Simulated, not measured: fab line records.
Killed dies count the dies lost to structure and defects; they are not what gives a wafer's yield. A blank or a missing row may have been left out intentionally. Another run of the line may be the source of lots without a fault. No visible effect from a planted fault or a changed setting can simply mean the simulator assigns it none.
Which tool was responsible? / flow nandHarc / Sampling: 12 lots, 36 wafers, 2 of 1302 route steps

== WHAT THE GAUGES SHOWED, per wafer ==
NHARC_P_GATE_CD_MEAS_59: the cd target is 720 nm. Usual: cdNm 720.2 nm, standard deviation 1.5.
lot=L687; measured=day 6 00:35; on=cdSem-02; cdNm (nm)=718.7 716.4 720.2; flag=
lot=L690; measured=day 7 09:23; on=cdSem-01; cdNm (nm)=721.7 722.3 721.6; flag=
lot=L692; measured=day 8 02:22; on=cdSem-02; cdNm (nm)=721.6 719.3 717.1; flag=
lot=L693; measured=day 8 07:20; on=cdSem-01; cdNm (nm)=720.9 720.9 719.4; flag=
lot=L695; measured=day 9 05:14; on=cdSem-01; cdNm (nm)=721.1 722.4 722.2; flag=
lot=L696; measured=day 9 22:11; on=cdSem-01; cdNm (nm)=744.2 746.7 744.4; flag=OFF
lot=L697; measured=day 10 05:28; on=cdSem-03; cdNm (nm)=721.4 722.7 719.6; flag=
lot=L698; measured=day 10 15:41; on=cdSem-02; cdNm (nm)=719.7 719.6 720.5; flag=
lot=L702; measured=day 12 12:49; on=cdSem-03; cdNm (nm)=720.5 718.5 718.3; flag=
lot=L707; measured=day 14 03:41; on=cdSem-03; cdNm (nm)=718.6 718.9 721.6; flag=
lot=L706; measured=day 14 03:56; on=cdSem-03; cdNm (nm)=719.4 719.1 719.5; flag=
lot=L708; measured=day 14 16:56; on=cdSem-01; cdNm (nm)=719.8 718.5 717.6; flag=

== WHAT TOOL EACH LOT RAN ON (gives the tool, then ch and the chambers of the sampled wafers, and finally the start) ==
lot=L687; NHARC_P_GATE_EXPOSE_56=krfScanner-03 ch 0, day 6 00:26
lot=L690; NHARC_P_GATE_EXPOSE_56=krfScanner-04 ch 0, day 7 09:14
lot=L692; NHARC_P_GATE_EXPOSE_56=krfScanner-03 ch 0, day 8 02:13
lot=L693; NHARC_P_GATE_EXPOSE_56=krfScanner-04 ch 0, day 8 07:11
lot=L695; NHARC_P_GATE_EXPOSE_56=krfScanner-04 ch 0, day 9 05:04
lot=L696; NHARC_P_GATE_EXPOSE_56=krfScanner-04 ch 0, day 9 22:02
lot=L697; NHARC_P_GATE_EXPOSE_56=krfScanner-01 ch 0, day 10 05:19
lot=L698; NHARC_P_GATE_EXPOSE_56=krfScanner-04 ch 0, day 10 15:32
lot=L702; NHARC_P_GATE_EXPOSE_56=krfScanner-01 ch 0, day 12 12:40
lot=L707; NHARC_P_GATE_EXPOSE_56=krfScanner-04 ch 0, day 14 03:32
lot=L706; NHARC_P_GATE_EXPOSE_56=krfScanner-03 ch 0, day 14 03:47
lot=L708; NHARC_P_GATE_EXPOSE_56=krfScanner-03 ch 0, day 14 16:47
- NHARC_P_GATE_EXPOSE_56: exposes mask P PSD, target cd 720 nm.

== AS READ BY THE TOOLS THEMSELVES (means over the sampled wafers that have a number; for cases with no such wafer, the mark the record gives instead) ==
NHARC_P_GATE_EXPOSE_56. Usual: stageVelMmS 500.01 mm/s, standard deviation 0.26.
lot=L687; tool=krfScanner-03; stageVelMmS (mm/s)=500.47; flag=
lot=L690; tool=krfScanner-04; stageVelMmS (mm/s)=499.79; flag=
lot=L692; tool=krfScanner-03; stageVelMmS (mm/s)=500.10; flag=
lot=L693; tool=krfScanner-04; stageVelMmS (mm/s)=500.03; flag=
lot=L695; tool=krfScanner-04; stageVelMmS (mm/s)=499.83; flag=
lot=L696; tool=krfScanner-04; stageVelMmS (mm/s)=499.64; flag=
lot=L697; tool=krfScanner-01; stageVelMmS (mm/s)=500.14; flag=
lot=L698; tool=krfScanner-04; stageVelMmS (mm/s)=499.81; flag=
lot=L702; tool=krfScanner-01; stageVelMmS (mm/s)=500.11; flag=
lot=L707; tool=krfScanner-04; stageVelMmS (mm/s)=499.95; flag=
lot=L706; tool=krfScanner-03; stageVelMmS (mm/s)=500.16; flag=
lot=L708; tool=krfScanner-03; stageVelMmS (mm/s)=499.97; flag=

== THE ANSWER, worked out from the rows above alone ==
Rule: take the mean of a lot's wafers that have a number; if it is more than 3 standard deviations from the usual mean, the lot is off. Also off: a lot with no number at a reading for which 4 or more lots have one. Where the step has rows for the other lots, those lots are counted as sound. First the gauges in route order, then the tools' own readings, where a lot's mean is used as printed above. At the first step where some lot is off, the reading lying furthest off is the one used; lots without a number count as furthest.
Off, at NHARC_P_GATE_CD_MEAS_59 on cdNm: L696.
A tool fits if, at a process step before that reading, it ran every lot that is off, and no sound lot after the first of them. Gauges at NHARC_P_GATE_CD_MEAS_59: tried the same way as those tools. None of those tried fits.

== WHAT THE SIMULATOR PUT IN ==
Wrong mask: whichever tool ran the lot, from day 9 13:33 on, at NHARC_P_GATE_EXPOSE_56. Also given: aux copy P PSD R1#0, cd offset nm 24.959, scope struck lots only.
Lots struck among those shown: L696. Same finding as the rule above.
